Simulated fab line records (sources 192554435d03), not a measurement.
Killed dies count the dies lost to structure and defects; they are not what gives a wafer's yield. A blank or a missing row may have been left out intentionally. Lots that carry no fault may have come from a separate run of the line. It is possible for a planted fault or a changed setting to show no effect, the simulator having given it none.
Struck lot and sound lot, side by side / flow n5_finfet / 37 out of 1938 route steps
Sound: these wafers, L296.2, L296.3, L296.6. Struck: wafers L310.1, L310.3, L310.5. The cause is given at the end.
Each step with rows lists, per side, the tool, then ch with its chambers, then its first start. Under that, the readings that differ: sound wafers / struck wafers / difference of the means / sigmas: that difference in standard deviations of wafers without a fault.
alike: readings with means less than 2 such deviations apart, plus words and numbers identical on both sides. not compared: withheld readings, readings lacking a value on some wafer, bounds such as >300 that could conceal the same value, and numbers that have no deviation in the record and whose values overlap.
The two part at a step that has a row with sigmas, a row that says differs or no value, or rows on one side only. When numbers do not overlap yet have no deviation, they are printed without sigmas and do not part them. A reading missing from all wafers of one side parts the sides only when that side holds two or more wafers.

first, 9 steps without rows for these wafers: N5_BEOL_M4_ANNEAL_95 (time 240 s); N5_BEOL_M4_SPUTTER_96 (material Cu, target thk 4.5 nm, time 8.29 s); N5_BEOL_M4_ECD_50 (material Cu, target thk 300 nm); N5_BEOL_M4_ANNEAL_51 (time 90 s); N5_BEOL_M4_CMP_52 (polishes, stops on SiOC, t overpolish 6.8 s, target thk 40 nm); N5_BEOL_M4_PRE_CLEAN_60 (time 15 s); N5_BEOL_M4_CO_CAP_55 (material Co, precursor CCTBA/H2, target thk 2 nm, time 102.1 s); N5_BEOL_M4_PRE_CLEAN_56 (time 15 s); N5_BEOL_M4_DEP_57 (deposits SiCN from 3MS/NH3, target thk 8 nm, time 14 s).
N5_BEOL_M4_RC_MEAS_101:
  sound on prober-01 ch 0, day 8 05:04; struck on prober-02 ch 0, day 11 14:55
reading=VT_P (mV); sound=-251 -249 -247; struck=-257 -258 -258; difference=-9; sigmas=-2
  alike: DIBL_N, DIBL_P, IOFF_N, IOFF_P, ION_N, ION_P, SS_N, SS_P, VT_N
then, 24 steps without rows for these wafers: N5_BEOL_M5_ILD_DEP_00 (deposits SiCOH lowk from DEMS/porogen, target thk 140.64 nm, time 25.9 s); N5_BEOL_M5_CURE_79 (cures SiCOH lowk, time 240 s); N5_BEOL_M5_PECVD_70 (deposits SiO2 from TEOS/O2, target thk 16 nm, time 18 s); N5_BEOL_M5_HM_DEP_02 (deposits TiN, target thk 20 nm); N5_BEOL_M5_COAT_59 (time 60 s, resist thk 60 nm); N5_BEOL_M5_COAT_60 (time 60 s, resist thk 12 nm); N5_BEOL_M5_COAT_71 (time 60 s, resist thk 5 nm); N5_BEOL_M5_COAT_05 (resist thk 30 nm); N5_BEOL_M5_EBR_07; N5_BEOL_M5_SOFTBAKE_06 (time 60 s); N5_BEOL_M5_EXPOSE_08 (exposes mask M5, target cd 28 nm); N5_BEOL_M5_PEB_09 (peb time 60 s); N5_BEOL_M5_DEVELOP_10 (develop time 30 s); N5_BEOL_M5_DESCUM_16 (chemistry O2, time 7 s); N5_BEOL_M5_ETCH_72 (etches underlayer in N2/H2, target depth 6.5 nm, time 5.2 s); N5_BEOL_M5_ETCH_61 (etches SiARC in CF4, target depth 15.6 nm, time 26 s); N5_BEOL_M5_ETCH_62 (etches SOC in N2/H2, target depth 75 nm, overetch 15 nm, time 112.5 s); N5_BEOL_M5_STRIP_63 (strips in N2/H2); N5_BEOL_M5_STRIP_73 (strips in N2/H2); N5_BEOL_M5_STRIP_64 (strips in CF4); N5_BEOL_M5_HM_OPEN_17 (chemistry Cl2/BCl3, target TiN, target depth 20 nm, overetch 6 nm); N5_BEOL_M5_STRIP_19 (strips in O2); N5_BEOL_M5_COAT_65 (time 60 s, resist thk 60 nm); N5_BEOL_M5_COAT_66 (time 60 s, resist thk 12 nm).
-- the record jumps here: 3 days lie between the struck wafers' starts before and after (it left off in module BEOL_M5 and takes up again in module BEOL_M13, whose first step shown is number 1706 of the route) --
N5_BEOL_M13_SPUTTER_44: material Ta, target thk 10 nm, time 16.13 s.
  struck on pvd_sputter-02, day 14 12:52; sound on pvd_sputter-02, day 11 07:03
  no value came back on the struck wafers for bias_v (V), cathode_dc_power_W (W), substrate_temp_c (C), throttle_valve_pct (%); on the sound wafers bias_v (V) reads 78.5 82.2 79.5
N5_BEOL_M13_CMP_49: polishes, stops on SiOC, t overpolish 17.1 s, target thk 420 nm.
  sound on cmp-04 ch 1,2, day 11 07:52; struck on cmp-04 ch 0,2,3, day 14 13:34
reading=barrier_field_endpoint_s (s); sound=30.7 30.5 30.3; struck=18.1 19.5 18.5; difference=-11.8; sigmas=-14
reading=model.Cu_of_BEOL_M13_ECD_47.thk_nm (nm); sound=416.8 414.8 419.8; struck=434.8 426.8 426.2; difference=+12.1; sigmas=
  alike: head_pressure_psi, motor_current_A, slurry_flow_ml_min
N5_PASSIVATION_PROBE_49:
  struck on prober-02, day 16 01:25; sound on prober-01, day 12 08:11
reading=defect_limited_yield (%); sound=92.8 90.9 92.7; struck=79.7 82.3 83.5; difference=-10.3; sigmas=-7
reading=killed_at_M4_up; sound=8 19 8; struck=123 108 127; difference=+108; sigmas=+21
reading=killed_dies; sound=85 107 86; struck=240 209 195; difference=+122; sigmas=+7
reading=killed_on_rim; sound=7 15 13; struck=52 12 46; difference=+25; sigmas=+6
reading=sort_bin_5_function (%); sound=4.5 6.2 4.8; struck=15.2 14.2 14.5; difference=+9.5; sigmas=+9
reading=sort_n_pass; sound=1095 1073 1094; struck=940 971 985; difference=-122; sigmas=-7
reading=sort_yield_pct (%); sound=92.8 90.9 92.7; struck=79.7 82.3 83.5; difference=-10.3; sigmas=-7
  alike: killed_at_M0_to_M3, killed_at_contacts, killed_at_front_end, killed_at_other, killed_open, killed_short, sort_bin_6_memory

## WHERE THEY PART
First at N5_BEOL_M4_RC_MEAS_101; last, within this record, at N5_PASSIVATION_PROBE_49.

WHY: what had been put in by the simulator
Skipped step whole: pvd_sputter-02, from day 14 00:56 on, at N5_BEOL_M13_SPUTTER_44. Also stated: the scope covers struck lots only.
